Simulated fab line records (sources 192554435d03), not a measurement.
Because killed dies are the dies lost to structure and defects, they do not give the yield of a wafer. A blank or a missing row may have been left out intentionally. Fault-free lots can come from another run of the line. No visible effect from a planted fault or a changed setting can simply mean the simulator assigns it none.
Chamber matching :: flow n5_finfet :: 3 sister chambers for N5_BEOL_M0_CO_CAP_123 on cvd_co-02
The step material Co, precursor CCTBA/H2, target thk 2 nm, time 102.1 s. 3 wafers are shown with their chamber, then 11 later ones without.

## WAFERS WITH THEIR CHAMBER
wafer: L092.1
chamber: 1
heater_power_w (W): 220

wafer: L092.5
chamber: 2
heater_power_w (W): 205

wafer: L093.4
chamber: 0
heater_power_w (W): 244

## WAFERS WHOSE CHAMBER IS MISSING
wafer: L093.5
heater_power_w (W): 204

wafer: L093.6
heater_power_w (W): 211

wafer: L094.2
heater_power_w (W): 244

wafer: L094.3
heater_power_w (W): 202

wafer: L094.4
heater_power_w (W): 239

wafer: L096.1
heater_power_w (W): 213

wafer: L096.2
heater_power_w (W): 247

wafer: L096.6
heater_power_w (W): 195

wafer: L097.1
heater_power_w (W): 215

wafer: L097.3
heater_power_w (W): 207

wafer: L097.5
heater_power_w (W): 203

## THE CHAMBER EACH PASSED THROUGH
wafer: L093.5
from the rows above: 2
in truth: 2

wafer: L093.6
from the rows above: can't be placed: 2 or 1
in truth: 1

wafer: L094.2
from the rows above: 0
in truth: 0

wafer: L094.3
from the rows above: 2
in truth: 2

wafer: L094.4
from the rows above: 0
in truth: 0

wafer: L096.1
from the rows above: can't be placed: 1 or 2
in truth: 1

wafer: L096.2
from the rows above: 0
in truth: 0

wafer: L096.6
from the rows above: 2
in truth: 2

wafer: L097.1
from the rows above: can't be placed: 1 or 2
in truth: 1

wafer: L097.3
from the rows above: 2
in truth: 2

wafer: L097.5
from the rows above: 2
in truth: 2
Placed correctly: 8 of 11. From these rows, 3 cannot be placed; in 3 the true chamber is one of the candidates. Wrongly placed: 0.
How it was worked out, from the rows above alone: a wafer's distance from a chamber is the root of the sum, over the readings, of the square of ((its reading less the chamber's mean) divided by the reading's scatter). The wafer belongs to the nearest chamber; if the next one is less than 2 further off, it can't be placed. A chamber's mean is the mean of its shown wafers. The scatter (one wafer shown for each chamber): square how far every hidden wafer sits from the nearest shown wafer, average those squares and take the square root.
